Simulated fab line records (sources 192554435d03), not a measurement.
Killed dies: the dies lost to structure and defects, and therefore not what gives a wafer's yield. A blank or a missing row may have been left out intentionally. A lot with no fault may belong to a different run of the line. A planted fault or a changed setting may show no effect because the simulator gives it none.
Split-lot experiment	flow n5 finfet	21 wafers read across 7 lots, on a route 1938 steps long

## ON THE SPLIT
At N5_SD_EPI_P_EPI_21 (deposits SiGe:B, time 355 s), the setting temp c was moved away from the recipe's 550 C on 8 of the 21 wafers read, by -0.5% to +0.7%. The other wafers ran this setting at the recipe's value.

## FROM THE SPLIT TO THE READING: what the file shows between them, 5 steps
- N5_SD_EPI_P_HM_STRIP_48: strips SiNx in H3PO4, material SiNx, target depth 3 nm
- N5_SD_EPI_P_SRD_49: time 30 s
- N5_SD_EPI_P_PRECLEAN_24: cleans in O3/DIW, time 45 s
- N5_SD_ACTIVATION_RTA_00: time 0 s
- N5_SD_ACTIVATION_LSA_01: time 0.0008 s

## THE READING
Measured at N5_SD_ACTIVATION_RS_MEAS_03 by four-point probe: RS_SD_P, in ohm/sq. A value of 55.8 ohm/sq with a standard deviation of 0.97 ohm/sq is what fault-free wafers of this fab line usually give.

wafer	tool, chamber at the split	temp c as run, C	against the recipe	RS_SD_P, ohm/sq	against lot-mates on the recipe
L076.1	epi rpcvd-03, 0	550	recipe	57.4	-
L076.2	epi rpcvd-03, 0	553.6	+0.7%	51.9	-4.9
L076.4	epi rpcvd-03, 0	550	recipe	56.1	-
L079.1	epi rpcvd-03, 0	553.2	+0.6%	52.4	-3.7
L079.3	epi rpcvd-03, 0	553.2	+0.6%	51.7	-4.4
L079.6	epi rpcvd-03, 0	550	recipe	56.1	-
L083.3	epi rpcvd-03, 0	550	recipe	55.3	-
L083.5	epi rpcvd-03, 0	550	recipe	54.3	-
L083.6	epi rpcvd-03, 0	550	recipe	53.8	-
L088.2	epi rpcvd-02, 0	550	recipe	55.5	-
L088.3	epi rpcvd-02, 0	552.2	+0.4%	52.6	-2.2
L088.4	epi rpcvd-02, 0	550	recipe	54.1	-
L091.1	epi rpcvd-02, 0	550	recipe	57.3	-
L091.4	epi rpcvd-02, 0	551.5	+0.3%	54.7	-2.6
L091.5	epi rpcvd-02, 0	551.5	+0.3%	54.6	-2.7
L096.3	epi rpcvd-03, 0	547.3	-0.5%	60.0	+3.6
L096.5	epi rpcvd-03, 0	547.3	-0.5%	60.7	+4.3
L096.6	epi rpcvd-03, 0	550	recipe	56.4	-
L097.2	epi rpcvd-02, 0	550	recipe	55.6	-
L097.4	epi rpcvd-02, 0	550	recipe	54.6	-
L097.5	epi rpcvd-02, 0	550	recipe	54.7	-

FIT RESULTS
A straight line over all 21 wafers: RS_SD_P changes by -7.03 ohm/sq for each +1% of temp c; r = -0.89; the points scatter about the line by 1.1 ohm/sq.
The same after taking each lot's own level away (the mean of its wafers on the recipe; 21 wafers): -7.46 ohm/sq for each +1%; r = -0.97; scatter 0.55 ohm/sq.
That fit puts the effect of the largest move of temp c on the reading at 4.9 ohm/sq.
Across the lots, their own levels run from 54.47 to 57.30 ohm/sq, a range of 2.9 times the standard deviation given above.
Consequently the slope shifts little with the lot-to-lot level, the two slopes agreeing.
Check: for one of the wafers moved furthest among these (+0.7%), held out of the fit, the line's prediction against its lot-mates is -4.85 ohm/sq. It came out at -4.85 ohm/sq against them.

## OTHER SPLITS ON THESE WAFERS
Before the reading, these wafers also passed through other splits. Each is held against what the fit with the lots' levels taken away leaves over:
other split on the same wafers	wafers away from the commonest value	r with RS_SD_P (lot level and that fit taken away)
N5_PMOS_HMC_CHANNEL_EPI_EXPOSE_06 dose mj	5	+0.35
N5_PMOS_HMC_CHANNEL_EPI_PEB_07 peb temp c	8	-0.04
N5_FIN_CUT_ETCH_21 bias w	5	-0.49
N5_STI_FIN_REVEAL_ETCHBACK_08 time s	9	-0.21
N5_SD_EPI_N_ETCH_45 target depth a	9	+0.02
N5_SD_EPI_N_EPI_21 time s	8	-0.27

## THE WHOLE CHAIN: every reading that the file lists as answering this split, in the file's order
step	what it does	reading	change (the file's fit)	r (the file's)
N5_SD_EPI_P_EPI_21	deposits SiGe:B, time 355 s	SiGe-B_of_SD_EPI_P_EPI_21.thk nm (the simulator's own value, which no gauge read)	+8 nm for each +1% of the setting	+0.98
N5_SD_ACTIVATION_RS_MEAS_03	measures by four-point-probe	RS_SD_P	-7.28 for each +1% of the setting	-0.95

## THE FILE'S OWN FIT
RS_SD_P changes by -7.28 ohm/sq for each +1% of temp c, r = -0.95.
